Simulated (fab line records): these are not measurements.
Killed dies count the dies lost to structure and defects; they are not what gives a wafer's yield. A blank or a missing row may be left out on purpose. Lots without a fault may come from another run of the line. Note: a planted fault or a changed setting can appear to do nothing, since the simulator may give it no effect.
A lot that was struck, set against a sound lot | flow n5Finfet | 15 steps out of a route of 1938
Sound: the wafers L274.1, L274.2, L274.5. The struck wafers were L269.1, L269.2, L269.6. At the end, the cause is stated.
Per side, at each step with rows, come the tool, then ch with its chambers, and then its first start. Under that, the readings that differ: sound wafers | struck wafers | difference of the means | sigmas: that difference in standard deviations of wafers without a fault.
alike: words and numbers the same on both sides, and readings whose means are apart by under 2 such deviations; not compared: readings that were withheld, readings missing a value for some wafer, numbers with overlapping values and no deviation given by the record, and bounds like >300 which may hide the same value.
The two part at a step that has a row with sigmas, a row that says differs or no value, or rows on one side only. Non-overlapping numbers with no deviation appear without sigmas and do not part them. Lack of a reading on every wafer of one side parts them only where that side has two or more wafers.

N5_BEOL_M8_VIA_ETCH_34: etches SiCOH lowk in C4F6/O2, target depth 125.5 nm, time 50.5 s.
  sound on rieDiel-06 ch 0,2, day 14 01:55; struck on rieDiel-04 ch 1,2,3, day 12 12:58
  alike: drypumpMotorCurrentA, mfcArSccm, oesProductAu, rfFwdPowerW, rfVppV, showerheadPlenumPTorr, throttleValvePct
  not compared: rfHoursCounterH
then, 1 step without rows for these wafers: N5_BEOL_M8_STRIP_76 (strips in C4F6/O2).
N5_BEOL_M8_STRIP_36: strips in N2/H2.
  sound on rieDiel-06 ch 0,2, day 14 01:58; struck on rieDiel-04 ch 1,2,3, day 12 13:01
  alike: drypumpMotorCurrentA, oesProductAu, rfVppV, showerheadPlenumPTorr, throttleValvePct
  not compared: rfHoursCounterH
N5_BEOL_M8_TRENCH_ETCH_37: etches SiCOH lowk in C4F6/O2, target depth 93.478 nm, time 31.2 s.
  sound on rieDiel-06 ch 0,2; struck on rieDiel-04 ch 1,2,3
  alike: drypumpMotorCurrentA, mfcArSccm, oesProductAu, rfFwdPowerW, rfVppV, showerheadPlenumPTorr, throttleValvePct
  not compared: rfHoursCounterH
then, 1 step without rows for these wafers: N5_BEOL_M8_ETCH_41 (etches SiCN in CH3F/O2, target depth 31.9 nm, time 57.8 s).
N5_BEOL_M8_STRIP_80: strips in N2/H2, time 10 s.
  sound on rieDiel-06 ch 0,2; struck on rieDiel-04 ch 1,2,3
  alike: drypumpMotorCurrentA, oesProductAu, rfVppV, showerheadPlenumPTorr, throttleValvePct
  not compared: rfHoursCounterH
N5_BEOL_M8_OCD_MEAS_38:
  sound on ocd-01 at day 14 02:10; struck on ocd-02 at day 12 13:13
  alike: trenchDepthNm
then, 4 steps without rows for these wafers: N5_BEOL_M8_HM_STRIP_39 (strips TiN in peroxide tin strip, target depth 25 nm, time 158 s); N5_BEOL_M8_SRD_40 (time 30 s); N5_BEOL_M8_PRECLEAN_42 (cleans in residue remover, time 60 s); N5_BEOL_M8_SRD_43 (time 30 s).
N5_BEOL_M8_CD_MEAS_35: the cd target is 40 nm.
  sound on cdSem-02 at day 14 02:19; struck on cdSem-02 at day 12 13:22
  alike: cdNm
N5_BEOL_M8_CURE_75: cures SiCOH lowk, time 120 s.
  sound on uvCure-03 ch 1, day 14 02:22; struck on uvCure-03 ch 0, day 12 13:25
  no value came back on the struck wafers for lampPowerPct (%), runLengthS (s), wafer_temp_C_max; on the sound wafers lampPowerPct (%) reads 52.20 52.28 52.28
N5_BEOL_M8_DEGAS_44: time 60 s.
  sound on pvdSputter-03 at day 14 03:08; struck on pvdSputter-03 at day 12 14:00
  alike: heaterPowerW
-- a jump in the record: the struck wafers' starts before and after are 3 days apart (it breaks off in module BEOL_M8 and resumes in module PASSIVATION, where the first step shown is number 1936 of the route) --
N5_PASSIVATION_PROBE_49:
  the record has rows for the struck wafers here (prober-02, day 15 11:04) and none for the sound ones

## WHERE THEY PART
At N5_BEOL_M8_CURE_75 first; at N5_PASSIVATION_PROBE_49 last (within this record only).

WHY: what the simulator had put in
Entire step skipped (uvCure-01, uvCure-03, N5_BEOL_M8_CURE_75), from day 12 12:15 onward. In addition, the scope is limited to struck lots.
